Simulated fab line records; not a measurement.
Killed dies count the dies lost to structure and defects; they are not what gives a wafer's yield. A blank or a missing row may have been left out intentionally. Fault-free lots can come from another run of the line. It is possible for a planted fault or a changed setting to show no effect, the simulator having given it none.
Problem report in the 8D (eight disciplines) form, filled by code | flow n5_finfet | the parts of the form that need people (team, actions taken, sign-off) are left out

## 1. WHAT IS WRONG
Wafers without a fault read 1499.9 rpm, standard deviation 1.1; spin_speed_rpm at N5_BEOL_M10_COAT_63 reads a mean of 1464.7 rpm on 6 wafers belonging to 2 lots. That is -32 standard deviations from the usual mean.
The step: time 60 s, resist thk 100 nm.
First seen on wafer L832.1, day 14 08:05, on litho_track-02. At this step, 33 wafers from 11 lots have a number in the record. By rule, "out" or "out of limits" means more than 4 standard deviations away from the usual mean. Any other wafer with a number is counted as sound.

## 2. WHAT THIS IS AND IS NOT
question                    | is                     | is not
which readings at this step | spin_speed_rpm         | dispense_pressure_kPa
which lots                  | L832, L834             | L817, L818, L820, L821, L828, L837, L838, L839, L840
which wafers of those lots  | all that have a number | -
read on which tools         | litho_track-02         | litho_track-01, litho_track-05
when                        | from day 14 08:05      | up to then (15 sound wafers); but 12 sound wafers of L837, L838, L839, L840 came after

## 3. SUSPECTS, AND WHAT RULES EACH OUT
Counting: a tool stays on the suspect list if, at a process step up to the reading, it processed all lots that are out and no sound lot following the first of them.
- uv_cure-01 at N5_BEOL_M10_CURE_71 (cures SiCOH lowk, time 240 s): kept. It processed each lot that is out, first L832 at day 14 02:28, and no sound lot thereafter; up to then, the last sound lot it processed was L828 at day 13 03:48.
- litho_track-02 at N5_BEOL_M10_COAT_63 (time 60 s, resist thk 100 nm): kept. It processed each lot that is out, first L832 at day 14 08:05, and no sound lot thereafter; up to then, the last sound lot it processed was L828 at day 13 05:55. Its own readings are out on those wafers: spin_speed_rpm.
What counting leaves: uv_cure-01 at N5_BEOL_M10_CURE_71 and litho_track-02 at N5_BEOL_M10_COAT_63.

## 4. THE CAUSE (what the simulator had put in)
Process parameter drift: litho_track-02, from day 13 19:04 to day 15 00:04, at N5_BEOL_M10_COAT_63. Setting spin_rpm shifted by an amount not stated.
Counting leaves 2 suspects; this tool is one of them.

## 5. THE EFFECT CHAIN, in route order
One row per reading whose mean, taken over the struck wafers that have a number, lies over 3 standard deviations from the usual. Only readings whose record carries a usual standard deviation are examined. hours: median over the lots of the time between each lot's start at the first step of this table that gives one and its start at this step. sigmas: the change, counted in usual standard deviations.
hours | step                | reading        | usual      | on struck wafers | change | sigmas
0     | N5_BEOL_M10_COAT_63 | spin_speed_rpm | 1499.9 rpm | 1464.7           | -35.2  | -32
Here are the process steps it includes:
- N5_BEOL_M10_COAT_63: time 60 s, resist thk 100 nm.

## 6. HOW IT WOULD HAVE BEEN CAUGHT EARLIER
In this record no reading fell out of limits until day 14 08:05, 13 hours after the fault had begun at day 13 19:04.
